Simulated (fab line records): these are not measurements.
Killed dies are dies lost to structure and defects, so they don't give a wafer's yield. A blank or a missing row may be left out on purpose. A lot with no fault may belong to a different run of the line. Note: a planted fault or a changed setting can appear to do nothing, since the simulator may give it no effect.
fab line records -- flow n5-finfet -- part 2 of 2: steps 19 to 24 of 24
[record] lots = 5, wafers = 15, last-day = 18
route steps=1938 shown BEOL_M0_SAQP@644
lots that met no fault: taken from a fault-free run of the same line
start-h: the number of hours between the record's first day and the start of the first shown wafer of the lot -- wait-h: how many hours have passed since the lot's step before this one -- " same as the row above -- L1.1+2: a single row standing in for several wafers -- - either no value or no given start -- * or withheld: withheld -- < > ~ a bound
route shown NAME@n: NAME is a module with steps in the file, n the number in the route of the first one -- usual: mean and standard deviation over wafers with no fault -- same: alike in all rows -- chamber/n: place in a boat -- sites: the reading at each site -- _std_site: their standard deviation -- _edge_site: the outer-site mean with the inner-site mean subtracted -- radius-mm: how far each site lies from the wafer's centre -- mask NAME#n: copy n -- behind: the last tool/chamber to shape the wafer -- hold: the reason the lot was held/the length of the hold in hours/how it ended -- device: the transistor (n, p or np) that didn't switch -- end of line: the same wafers' tests at the end of the route -- a step without rows: its recipe alone -- killed: the dies lost at the first sort to structure and to defects; this is not the yield of the wafer -- map: dies across one wafer; x = killed, . = not, _ = none there
set.NAME: the run value of the setting; set.NAME@STEP: its run value at that earlier step -- model.NAME: the simulator's own value behind a step, which no gauge read
certain route steps with their lots: each step a table, each wafer a row
services: when a tool's chamber went out of use (start-h, in hours from the record's first day, below 0 if earlier), for how many hours, and the reason
[[steps]]
[step N5_BEOL_M0_SAQP_RECESS_114]
[recipe] chemistry = HF/NH3, target = SiO2, target-depth-a = 144, afs-cycles = 3, temp-c = 30, sublimation-temp-c = 180, sublimation-time-s = 60
[usual] drypump-motor-current-A = 6.0/0.51, sublimation-temp-c = 180.01/0.15, temp-c = 30.00/0.12
lot.wafer,tool,chamber,start-h,wait-h,drypump-motor-current-A,sublimation-temp-c,temp-c
L082.1,vapor-etch-01,0,152.13,0.0,6.1,179.90,30.14
L082.5,vapor-etch-01,1,152.13,0.0,6.1,180.15,29.77
L082.6,vapor-etch-01,0,152.13,0.0,6.1,180.19,29.89
L081.1,vapor-etch-02,1,157.93,0.0,6.6,179.96,30.16
L081.4,vapor-etch-02,1,157.93,0.0,6.6,179.89,29.96
L081.6,vapor-etch-02,0,157.93,0.0,5.1,180.02,30.04
L095.1,vapor-etch-02,0,235.87,0.1,5.1,180.06,29.99
L095.3,vapor-etch-02,0,235.87,0.1,5.1,180.11,30.11
L095.4,vapor-etch-02,1,235.87,0.1,6.6,180.11,29.88
L087.4,vapor-etch-02,0,237.07,0.3,5.1,180.04,30.06
L087.5,vapor-etch-02,0,237.07,0.3,5.1,180.24,30.07
L087.6,vapor-etch-02,1,237.07,0.3,6.6,180.08,30.10
L086.1,vapor-etch-01,1,237.74,0.3,6.1,179.95,30.21
L086.2,vapor-etch-01,0,237.74,0.3,6.1,180.04,30.06
L086.6,vapor-etch-01,0,237.74,0.3,6.1,179.70,30.03
[step N5_BEOL_M0_SAQP_SPACER1_ALD_98]
[recipe] material = SiO2, target-thk-a = 128, temp-c = 300, ald-precursor-family = BDEAS, ald-co-reactant = O2-plasma, pulse-time-s = 1, purge-time-s = 2, co-reactant-purge-time-s = 2, ald-cycles = 138, pressure-torr = 2
[usual] heater-power-outer-w = 271/25, heater-power-w = 481/43, precursor-pulse-height-rel = 1.002/0.021
lot.wafer,tool,chamber,start-h,wait-h,heater-power-outer-w,heater-power-w,precursor-pulse-height-rel
L082.1,ald-sin-04,3,152.51,0.3,280,506,1.004
L082.5,ald-sin-04,0,152.51,0.3,243,437,0.994
L082.6,ald-sin-04,3,152.51,0.3,272,525,0.999
L081.1,ald-sin-04,0,158.31,0.3,238,444,1.006
L081.4,ald-sin-04,1,158.31,0.3,266,429,1.043
L081.6,ald-sin-04,2,158.31,0.3,303,549,1.019
L095.1,ald-sin-04,3,236.47,0.5,272,497,1.003
L095.3,ald-sin-04,0,236.47,0.5,238,444,1.012
L095.4,ald-sin-04,1,236.47,0.5,276,451,0.956
L087.4,ald-sin-04,2,237.83,0.6,295,543,1.038
L087.5,ald-sin-04,1,237.83,0.6,268,458,1.018
L087.6,ald-sin-04,2,237.83,0.6,301,558,0.999
L086.1,ald-sin-04,3,238.45,0.6,283,516,1.013
L086.2,ald-sin-04,0,238.45,0.6,242,438,1.007
L086.6,ald-sin-04,3,238.45,0.6,276,504,0.989
[step N5_BEOL_M0_SAQP_SPACER1_ETCHBACK_99]
[recipe] chemistry = CHF3/O2, mode = anisotropic-etchback, target = SiO2, target-depth-a = 154, time-s = 7.7, pressure-mtorr = 30, source-w = 650, bias-w = 170, Ar_flow_sccm = 200, CHF3_flow_sccm = 50, O2_flow_sccm = 5, ion-energy-ev = 200
[usual] O2_flow_sccm = 5.001/0.015, drypump-motor-current-A = 5.5/0.63, oes-product-au = 0.75/0.067, rf-vpp-V = 528/10, showerhead-plenum-p-Torr = 2.43/0.064, throttle-valve-pct = 19.02/0.2
lot.wafer,tool,chamber,start-h,wait-h,O2_flow_sccm,drypump-motor-current-A,oes-product-au,rf-hours-counter-h,rf-vpp-V,showerhead-plenum-p-Torr,throttle-valve-pct
L082.1,rie-diel-05,0,152.99,0.3,4.992,6.7,0.71,194,530,2.31,19.36
L082.5,rie-diel-05,2,152.99,0.3,4.995,5.3,0.71,-,523,2.49,19.00
L082.6,rie-diel-05,1,152.99,0.3,4.986,6.7,0.74,-,510,2.33,19.12
L081.1,rie-diel-06,1,158.79,0.3,5.001,5.4,0.71,185,526,2.39,18.93
L081.4,rie-diel-06,2,158.79,0.3,4.990,6.5,0.93,3,520,2.38,18.58
L081.6,rie-diel-06,3,158.79,0.3,5.006,5.5,0.75,-,516,2.42,19.06
L095.1,rie-diel-01,1,236.96,0.3,5.004,5.2,0.68,245,530,2.48,18.97
L095.3,rie-diel-01,0,236.96,0.3,5.005,5.0,0.75,177,546,2.48,19.12
L095.4,rie-diel-01,3,236.96,0.3,4.990,4.7,0.69,244,528,2.37,19.24
L087.4,rie-diel-01,1,238.33,0.3,5.011,5.2,0.67,246,531,2.48,18.97
L087.5,rie-diel-01,1,238.33,0.3,5.002,5.2,0.68,-,530,2.48,18.98
L087.6,rie-diel-01,2,238.33,0.3,5.016,5.5,0.74,-,542,2.41,19.18
L086.1,rie-diel-01,1,238.93,0.3,4.979,5.2,0.68,246,530,2.48,18.95
L086.2,rie-diel-01,3,238.93,0.3,5.002,4.7,0.69,245,527,2.37,19.26
L086.6,rie-diel-01,3,238.93,0.3,4.997,4.7,0.69,-,529,2.37,19.24
[step N5_BEOL_M0_SAQP_MANDREL1_REMOVE_100]
[recipe] chemistry = HBr/Cl2/O2, bt-time-s = 10, target = a-Si, stop-on = SiNx, endpoint = OES-SiCl, over-etch-frac = 0.85, icp-w = 600, bias-w = 30, HBr_flow_sccm = 150, Cl2_flow_sccm = 80, O2_flow_sccm = 5, pressure-mtorr = 10
[usual] O2_flow_sccm = 5.003/0.014, drypump-motor-current-A = 5.6/0.58, oes-product-au = 1.001/0.019, throttle-valve-pct = 36.8/0.45
[same] over-etch-frac = 0.85
lot.wafer,tool,chamber,start-h,wait-h,O2_flow_sccm,drypump-motor-current-A,oes-product-au,rf-hours-counter-h,throttle-valve-pct
L082.1,rie-si-05,0,153.07,0.1,4.975,5.5,0.987,33,36.4
L082.5,rie-si-05,2,153.07,0.1,5.000,6.4,1.032,-,37.1
L082.6,rie-si-05,1,153.07,0.1,4.972,5.4,1.019,-,36.7
L081.1,rie-si-05,1,158.88,0.1,5.026,5.4,1.018,43,36.7
L081.4,rie-si-05,0,158.88,0.1,5.016,5.5,0.997,33,36.4
L081.6,rie-si-05,1,158.88,0.1,5.015,5.4,1.017,-,36.7
L095.1,rie-si-05,0,237.04,0.1,4.985,5.5,1.000,34,36.4
L095.3,rie-si-05,3,237.04,0.1,5.024,5.1,0.977,118,37.7
L095.4,rie-si-05,2,237.04,0.1,5.003,6.4,1.031,6,37.1
L087.4,rie-si-03,3,238.46,0.1,5.035,6.7,0.996,-,37.1
L087.5,rie-si-03,0,238.46,0.1,4.979,4.9,0.986,-,36.6
L087.6,rie-si-03,1,238.46,0.1,5.004,5.3,0.992,-,36.5
L086.1,rie-si-05,1,239.02,0.1,5.013,5.4,0.999,44,36.7
L086.2,rie-si-05,2,239.02,0.1,5.009,6.4,1.026,6,37.1
L086.6,rie-si-05,2,239.02,0.1,4.989,6.4,1.033,-,37.1
[step N5_BEOL_M0_SAQP_CD_MEAS_25]
[recipe] target-cd-nm = 13.1, landing-energy-ev = 1000, detector = se-inlens
[usual] cd-nm = 12.82/0.23
lot.wafer,tool,chamber,start-h,wait-h,cd-nm
L082.1,cd-sem-02,0,153.18,0.1,13.01
L082.5,cd-sem-02,0,153.18,0.1,12.68
L082.6,cd-sem-02,0,153.18,0.1,12.64
L081.1,cd-sem-03,0,158.99,0.1,12.84
L081.4,cd-sem-03,0,158.99,0.1,13.08
L081.6,cd-sem-03,0,158.99,0.1,12.97
L095.1,cd-sem-01,0,237.15,0.1,13.25
L095.3,cd-sem-01,0,237.15,0.1,12.78
L095.4,cd-sem-01,0,237.15,0.1,12.56
L087.4,cd-sem-03,0,238.53,0.0,13.02
L087.5,cd-sem-03,0,238.53,0.0,12.50
L087.6,cd-sem-03,0,238.53,0.0,12.76
L086.1,cd-sem-02,0,239.13,0.1,12.55
L086.2,cd-sem-02,0,239.13,0.1,12.78
L086.6,cd-sem-02,0,239.13,0.1,13.25
[step N5_BEOL_M0_SAQP_ETCH_101]
[recipe] chemistry = CH3F/O2, target = SiNx, mask-material = SiO2, target-depth-a = 299, time-s = 42.7, pressure-mtorr = 30, source-w = 395, bias-w = 73, Ar_flow_sccm = 150, CH3F_flow_sccm = 30, O2_flow_sccm = 20, ion-energy-ev = 120
[usual] O2_flow_sccm = 20.00/0.061, drypump-motor-current-A = 5.6/0.63, oes-product-au = 0.75/0.065, rf-vpp-V = 299/5.9, showerhead-plenum-p-Torr = 2.02/0.055, throttle-valve-pct = 16.47/0.22
lot.wafer,tool,chamber,start-h,wait-h,O2_flow_sccm,drypump-motor-current-A,oes-product-au,rf-hours-counter-h,rf-vpp-V,showerhead-plenum-p-Torr,throttle-valve-pct
L082.1,rie-diel-01,0,153.22,0.0,20.15,5.0,0.77,149,310,2.08,16.58
L082.5,rie-diel-01,1,153.22,0.0,20.10,5.2,0.70,-,301,2.07,16.40
L082.6,rie-diel-01,0,153.22,0.0,20.02,5.0,0.77,-,309,2.08,16.57
L081.1,rie-diel-01,1,159.11,0.1,20.00,5.2,0.70,220,300,2.07,16.41
L081.4,rie-diel-01,3,159.11,0.1,20.02,4.7,0.71,218,299,1.98,16.66
L081.6,rie-diel-01,0,159.11,0.1,19.99,5.0,0.77,-,309,2.08,16.56
L095.1,rie-diel-06,3,237.22,0.1,20.05,5.5,0.73,187,294,2.00,16.54
L095.3,rie-diel-06,2,237.22,0.1,19.96,6.5,0.89,19,295,1.97,16.01
L095.4,rie-diel-06,1,237.22,0.1,19.81,5.4,0.72,201,297,1.98,16.48
L087.4,rie-diel-06,3,238.79,0.3,19.94,5.4,0.74,188,295,2.00,16.54
L087.5,rie-diel-06,3,238.79,0.3,19.89,5.4,0.73,-,295,2.00,16.54
L087.6,rie-diel-06,0,238.79,0.3,20.04,6.4,0.81,-,294,2.09,16.08
L086.1,rie-diel-05,2,239.29,0.2,20.09,5.3,0.69,225,298,2.07,16.53
L086.2,rie-diel-05,3,239.29,0.2,19.99,5.0,0.88,40,295,2.11,16.31
L086.6,rie-diel-05,3,239.29,0.2,20.00,5.0,0.88,-,296,2.11,16.29
[[services]]
tool,chamber,start-h,hours,kind
rie-si-03,-,129.77,0.4,repair
arfi-scanner-02,-,146.94,1.0,pm
arfi-scanner-01,-,154.40,1.0,pm
arfi-scanner-03,-,155.05,1.6,repair
wet-bench-02,-,156.88,3.1,repair
arfi-scanner-02,-,158.85,4.9,pm
arfi-scanner-01,-,159.25,0.6,repair
arfi-scanner-03,-,160.09,0.8,pm
arfi-scanner-01,-,160.86,3.1,pm
arfi-scanner-01,-,166.46,1.0,pm
rie-diel-05,2,167.42,14.2,repair
rie-diel-06,-,168.33,28.1,pm
ald-sin-04,3,173.31,5.0,repair
arfi-scanner-03,-,177.43,3.0,pm
arfi-scanner-01,-,183.04,1.3,pm
rie-si-03,3,183.85,32.6,repair
arfi-scanner-03,-,192.52,2.3,repair
rie-si-04,-,194.70,2.8,pm
arfi-scanner-01,-,196.31,4.9,pm
wet-bench-02,-,197.28,0.8,repair
rie-si-03,1,198.13,6.3,repair
arfi-scanner-03,-,198.75,8.6,repair
rie-si-05,0,208.92,5.1,repair
arfi-scanner-03,-,227.38,1.0,pm
